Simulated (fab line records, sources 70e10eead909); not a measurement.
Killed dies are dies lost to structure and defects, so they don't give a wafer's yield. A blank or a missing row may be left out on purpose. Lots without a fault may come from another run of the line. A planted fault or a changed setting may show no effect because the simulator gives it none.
A struck lot beside a sound one | flow nand_harc | 16 steps out of a route of 1302
Sound: wafers L354.1, L354.3, L354.4. Struck: wafers L362.2, L362.4, L362.6. The cause comes at the end.
At each step with rows: each side's tool, then ch and its chambers, then its first start. Under that, the readings that differ: sound wafers | struck wafers | difference of the means | sigmas: that difference in standard deviations of wafers without a fault.
alike: readings whose means differ by less than 2 such deviations, and words and numbers that are the same on both sides. not compared: withheld readings, readings that some wafer has no value for, bounds like >300 that may hide the same value, and numbers for which the record gives no deviation and whose values overlap.
The two part at a step that has a row with sigmas, a row that says differs or no value, or rows on one side only. Numbers that don't overlap but have no deviation are shown without sigmas and don't part them. A reading that every wafer of one side lacks parts them only if that side has two wafers or more.

NHARC_A_ONON_D2_THK_MEAS_11: measures by ellipsometry.
  sound on film_metro-01, day 13 09:56; struck on film_metro-01, day 16 23:05
  alike: thk_nm
then, 1 step without rows for these wafers: NHARC_A_ONON_D2_DEP_12 (target thk 1000 nm).
NHARC_A_ONON_D2_THK_MEAS_14: measures by ellipsometry.
  sound on film_metro-01, day 13 10:30; struck on film_metro-01, day 16 23:39
  alike: thk_nm
then, 2 steps without rows for these wafers: NHARC_A_ONON_D2_ANNEAL_15 (time 3600 s); NHARC_A_ONON_D2_DEP_16 (target thk 1000 nm).
NHARC_A_ONON_D2_THK_MEAS_18: measures by ellipsometry.
  sound on film_metro-02, day 13 17:53; struck on film_metro-01, day 17 07:34
  alike: thk_nm
then, 1 step without rows for these wafers: NHARC_A_ONON_D2_DEP_19 (target thk 1000 nm).
NHARC_A_ONON_D2_THK_MEAS_21: measures by ellipsometry.
  sound on film_metro-02, day 13 18:27; struck on film_metro-02, day 17 08:08
  alike: thk_nm
then, 1 step without rows for these wafers: NHARC_A_ONON_D2_DEP_22 (target thk 1000 nm).
NHARC_A_ONON_D2_THK_MEAS_24: measures by ellipsometry.
  sound on film_metro-02, day 13 19:01; struck on film_metro-02, day 17 08:41
  alike: thk_nm
then, 1 step without rows for these wafers: NHARC_A_ONON_D2_DEP_25 (target thk 1000 nm).
NHARC_A_ONON_D2_THK_MEAS_27: measures by ellipsometry.
  sound on film_metro-02, day 13 19:35; struck on film_metro-02, day 17 09:16
  alike: thk_nm
NHARC_A_ONON_D2_DEP_28: target thk 1000 nm.
  sound on pecvd_onon-03 ch 0, day 13 19:38; struck on pecvd_onon-03 ch 0, day 17 09:22
NHARC_A_ONON_D2_THK_MEAS_30: measures by ellipsometry.
  sound on film_metro-01, day 13 20:09; struck on film_metro-01, day 17 09:50
  reading     | sound       | struck      | difference | sigmas
  thk_nm (nm) | 993 992 992 | 940 937 939 | -54        | -6
NHARC_A_ONON_D2_DEP_33: deposits SiO2, target thk 200 nm.
  sound on pecvd-04 ch 0,1, day 13 20:13; struck on pecvd-03 ch 0,1,2, day 17 09:56
  alike: heater_power_w, throttle_valve_pct
NHARC_END_SORT_01:
  the record has rows for the sound wafers here (prober-01 ch 0, day 25 02:22) and none for the struck ones

WHERE THEY PART
First at NHARC_A_ONON_D2_THK_MEAS_30; last, within this record, at NHARC_END_SORT_01.

WHY: what the simulator had put in
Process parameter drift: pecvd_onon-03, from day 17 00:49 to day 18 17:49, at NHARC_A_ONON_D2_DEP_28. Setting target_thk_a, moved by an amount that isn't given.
